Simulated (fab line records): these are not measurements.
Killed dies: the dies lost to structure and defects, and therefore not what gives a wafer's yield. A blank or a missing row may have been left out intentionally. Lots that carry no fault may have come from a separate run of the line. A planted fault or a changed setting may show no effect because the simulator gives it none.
Chamber matching :: flow nand harc :: 4 sister chambers for NHARC_A_CONTACT_ETCH_91 on rie diel-10
The step etches the open film in CH3F/O2, target depth 40 nm, time 85.7 s. 4 wafers are shown with their chamber, then 12 later ones without.

== WAFERS WITH THEIR CHAMBER ==
wafer: L088.5
chamber: 0
showerhead plenum p Torr (Torr): 2.58

wafer: L085.1
chamber: 3
showerhead plenum p Torr (Torr): 2.60

wafer: L085.4
chamber: 1
showerhead plenum p Torr (Torr): 2.44

wafer: L085.6
chamber: 2
showerhead plenum p Torr (Torr): 2.53

== WAFERS WHOSE CHAMBER IS MISSING ==
wafer: L090.1
showerhead plenum p Torr (Torr): 2.53

wafer: L090.3
showerhead plenum p Torr (Torr): 2.44

wafer: L090.5
showerhead plenum p Torr (Torr): 2.52

wafer: L095.1
showerhead plenum p Torr (Torr): 2.52

wafer: L095.2
showerhead plenum p Torr (Torr): 2.58

wafer: L095.3
showerhead plenum p Torr (Torr): 2.60

wafer: L093.1
showerhead plenum p Torr (Torr): 2.58

wafer: L093.3
showerhead plenum p Torr (Torr): 2.52

wafer: L093.4
showerhead plenum p Torr (Torr): 2.43

wafer: L096.2
showerhead plenum p Torr (Torr): 2.58

wafer: L096.5
showerhead plenum p Torr (Torr): 2.58

wafer: L096.6
showerhead plenum p Torr (Torr): 2.60

== CHAMBER TAKEN BY EACH ==
wafer: L090.1
from the rows above: 2
in truth: 2

wafer: L090.3
from the rows above: 1
in truth: 1

wafer: L090.5
from the rows above: 2
in truth: 2

wafer: L095.1
from the rows above: 2
in truth: 2

wafer: L095.2
from the rows above: 0
in truth: 0

wafer: L095.3
from the rows above: 3
in truth: 3

wafer: L093.1
from the rows above: 0
in truth: 0

wafer: L093.3
from the rows above: 2
in truth: 2

wafer: L093.4
from the rows above: 1
in truth: 1

wafer: L096.2
from the rows above: 0
in truth: 0

wafer: L096.5
from the rows above: 0
in truth: 0

wafer: L096.6
from the rows above: 3
in truth: 3
Correct placement for 12 of the 12. Not placeable from these rows: 0. Placed wrongly: 0.
How it was worked out, from the rows above alone: a wafer's distance from a chamber is the root of the sum, over the readings, of the square of ((its reading less the chamber's mean) divided by the reading's scatter). The wafer belongs to the nearest chamber; if the next one is less than 2 further off, it can't be placed. For every chamber, the mean is computed from those of its wafers that are shown. The scatter: root of mean squared gap, hidden wafer to nearest shown wafer, with one shown wafer a chamber.
